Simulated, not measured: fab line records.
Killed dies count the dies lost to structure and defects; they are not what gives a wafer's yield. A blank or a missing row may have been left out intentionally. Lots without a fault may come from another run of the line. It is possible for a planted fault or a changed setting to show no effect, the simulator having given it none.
Chamber matching	flow nand harc	rie diel-04 running NHARC_A_STAIRCASE_TRIM_196: 4 sister chambers
The step chemistry O2, time 211.2 s. 4 wafers are shown with their chamber, then 9 later ones without.

WAFERS PAIRED WITH THEIR CHAMBERS
wafer	chamber	drypump motor current A (A)
L086.5	0	5.5
L087.5	3	6.6
L090.3	1	5.6
L090.6	2	5.2

WAFERS MISSING THEIR CHAMBER
wafer	drypump motor current A (A)
L091.1	5.5
L091.4	6.6
L091.5	6.6
L092.1	5.4
L092.3	5.2
L092.5	5.2
L094.2	5.2
L094.4	5.5
L094.5	5.2

THE CHAMBER EACH PASSED THROUGH
wafer	from the rows above	in truth
L091.1	0	0
L091.4	3	3
L091.5	3	3
L092.1	0	0
L092.3	2	2
L092.5	2	2
L094.2	2	2
L094.4	0	0
L094.5	2	2
Placed correctly: 9 of 9. Left unplaced by these rows: 0. 0 placed wrongly.
How it was worked out, from the rows above alone: a wafer's distance from a chamber is the root of the sum, over the readings, of the square of ((its reading less the chamber's mean) divided by the reading's scatter). If the next closest chamber is less than 2 further off than the closest, the wafer can't be placed; otherwise it belongs to the closest. Each chamber's mean is taken over the wafers shown for it. The scatter: root of mean squared gap, hidden wafer to nearest shown wafer, with one shown wafer a chamber.
